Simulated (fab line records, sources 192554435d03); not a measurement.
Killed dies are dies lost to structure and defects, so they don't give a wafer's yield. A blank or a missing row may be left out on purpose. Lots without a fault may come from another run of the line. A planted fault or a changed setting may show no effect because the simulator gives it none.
Split-lot experiment | flow n5_finfet | 7 lots, 39 wafers read, on a route of 1938 steps

THE SPLIT
At N5_FIN_SAQP_ETCH_65 (etches SiO2 in CF4, target depth 4 nm, time 4.4 s), the setting time_s was moved away from the recipe's 4.4 s on 12 of the 39 wafers read, by -36.4% to +21.8%. The other wafers ran this setting at the recipe's value.

The reading is taken at the split's own step.

THE READING
etch.depth_nm (the simulator's own value, which no gauge read), in nm, at N5_FIN_SAQP_ETCH_65 (etches SiO2 in CF4, target depth 4 nm, time 4.4 s). The file gives no usual value for it. The 27 wafers here that ran the recipe average 3.995 nm, standard deviation 0.058 nm.

wafer  | tool, chamber at the split | time_s as run, s | against the recipe | etch.depth_nm, nm | against lot-mates on the recipe
L076.3 | rie_si-06, 0,2             | 4.4              | recipe             | 4.006             | -
L076.5 | rie_si-06, 0,2             | 4.4              | recipe             | 4.006             | -
L076.4 | rie_si-06, 3               | 4.4              | recipe             | 3.97              | -
L080.1 | rie_si-03, 2               | 3.173            | -27.9%             | 2.858             | -1.095
L080.2 | rie_si-03, 3               | 4.4              | recipe             | 3.829             | -
L080.3 | rie_si-03, 1               | 4.4              | recipe             | 4.055             | -
L080.4 | rie_si-03, 2               | 4.4              | recipe             | 3.975             | -
L080.5 | rie_si-03, 1               | 3.173            | -27.9%             | 2.922             | -1.031
L080.6 | rie_si-03, 3               | 3.173            | -27.9%             | 2.778             | -1.175
L081.1 | rie_si-06, 0               | 4.4              | recipe             | 3.973             | -
L081.2 | rie_si-06, 1               | 4.4              | recipe             | 3.99              | -
L081.3 | rie_si-06, 3               | 4.4              | recipe             | 3.938             | -
L081.4 | rie_si-06, 2               | 4.4              | recipe             | 3.972             | -
L081.5 | rie_si-06, 0               | 4.4              | recipe             | 3.95              | -
L081.6 | rie_si-06, 1               | 4.4              | recipe             | 4.003             | -
L089.1 | rie_si-03, 1               | 4.4              | recipe             | 4.076             | -
L089.2 | rie_si-03, 0               | 4.4              | recipe             | 4.008             | -
L089.3 | rie_si-03, 2               | 4.4              | recipe             | 3.998             | -
L089.4 | rie_si-03, 3               | 4.4              | recipe             | 3.88              | -
L089.5 | rie_si-03, 0               | 4.4              | recipe             | 4.009             | -
L089.6 | rie_si-03, 1               | 4.4              | recipe             | 4.094             | -
L091.1 | rie_si-06, 0               | 4.4              | recipe             | 3.971             | -
L091.2 | rie_si-06, 1               | 2.8              | -36.4%             | 2.56              | -1.412
L091.3 | rie_si-06, 2               | 4.4              | recipe             | 3.984             | -
L091.4 | rie_si-06, 3               | 2.8              | -36.4%             | 2.503             | -1.469
L091.5 | rie_si-06, 1               | 2.8              | -36.4%             | 2.528             | -1.444
L091.6 | rie_si-06, 0               | 4.4              | recipe             | 3.962             | -
L094.1 | rie_si-06, 3               | 4.4              | recipe             | 3.978             | -
L094.2 | rie_si-06, 2               | 5.357            | +21.8%             | 4.893             | +0.849
L094.3 | rie_si-06, 0               | 5.357            | +21.8%             | 4.958             | +0.914
L094.4 | rie_si-06, 1               | 4.4              | recipe             | 4.072             | -
L094.5 | rie_si-06, 2               | 5.357            | +21.8%             | 4.923             | +0.879
L094.6 | rie_si-06, 1               | 4.4              | recipe             | 4.083             | -
L095.1 | rie_si-06, 0               | 3.537            | -19.6%             | 3.244             | -0.787
L095.2 | rie_si-06, 2               | 4.4              | recipe             | 4.002             | -
L095.3 | rie_si-06, 3               | 3.537            | -19.6%             | 3.185             | -0.846
L095.4 | rie_si-06, 1               | 4.4              | recipe             | 4.039             | -
L095.5 | rie_si-06, 1               | 4.4              | recipe             | 4.053             | -
L095.6 | rie_si-06, 2               | 3.537            | -19.6%             | 3.227             | -0.804
Where a row lists several chambers, the file gives one row for several wafers and doesn't say which wafer went through which chamber.

THE FIT
A straight line over all 39 wafers: etch.depth_nm changes by +0.0409 nm for each +1% of time_s; r = +1.00; the points scatter about the line by 0.055 nm.
The same after taking each lot's own level away (the mean of its wafers on the recipe; 39 wafers): +0.04 nm for each +1%; r = +1.00; scatter 0.048 nm.
On that fit, the largest move of time_s shifts the reading by 1.5 nm.
The lots' own levels span 3.9530 to 4.0443 nm, that is 1.6 times the standard deviation above.
So the lot-to-lot level changes the slope little: the two slopes agree.
Check: with one of the wafers moved furthest among these (-36.4%) left out of the fit, the line predicts -1.46 nm for it against its lot-mates. It came out at -1.41 nm against them.

THE FILE'S OWN FIT
etch.depth_nm changes by +0.04 nm for each +1% of time_s, r = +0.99.
